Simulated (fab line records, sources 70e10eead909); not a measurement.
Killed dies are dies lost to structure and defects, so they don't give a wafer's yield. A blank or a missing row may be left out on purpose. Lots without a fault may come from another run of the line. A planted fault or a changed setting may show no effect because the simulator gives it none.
Chamber matching | flow nand_harc | NHARC_A_CHANNEL_FILL_D1_ETCHBACK_20 on rie_diel-01: 4 sister chambers
The step etches the open film in C4F8/O2/Ar, target depth 27 nm, time 13.5 s. 4 wafers are shown with their chamber, then 11 later ones without.

WAFERS WITH THEIR CHAMBER
wafer  | chamber | rf_vpp_V (V)
L080.5 | 3       | 987
L086.5 | 0       | 976
L089.5 | 2       | 977
L090.2 | 1       | 980

WAFERS WITHOUT THEIR CHAMBER
wafer  | rf_vpp_V (V)
L090.3 | 988
L090.6 | 976
L092.1 | 978
L092.2 | 989
L092.4 | 976
L093.2 | 980
L093.4 | 987
L093.6 | 975
L096.2 | 987
L096.3 | 978
L096.5 | 978

WHICH CHAMBER EACH WENT THROUGH
wafer  | from the rows above          | in truth
L090.3 | 3                            | 3
L090.6 | can't be placed: 0 or 2      | 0
L092.1 | can't be placed: 2 or 0 or 1 | 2
L092.2 | 3                            | 3
L092.4 | can't be placed: 0 or 2      | 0
L093.2 | 1                            | 1
L093.4 | 3                            | 3
L093.6 | can't be placed: 0 or 2      | 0
L096.2 | 3                            | 3
L096.3 | can't be placed: 2 or 0 or 1 | 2
L096.5 | can't be placed: 2 or 0 or 1 | 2
Placed correctly: 5 of 11. Can't be placed from these rows: 6 (the true chamber is among the candidates in 6). Placed wrongly: 0.
How it was worked out, from the rows above alone: a wafer's distance from a chamber is the root of the sum, over the readings, of the square of ((its reading less the chamber's mean) divided by the reading's scatter). The wafer belongs to the nearest chamber; if the next one is less than 2 further off, it can't be placed. A chamber's mean is the mean of its shown wafers. The scatter: with one shown wafer a chamber, the root of the mean of the squares of how far each hidden wafer lies from its nearest shown one.
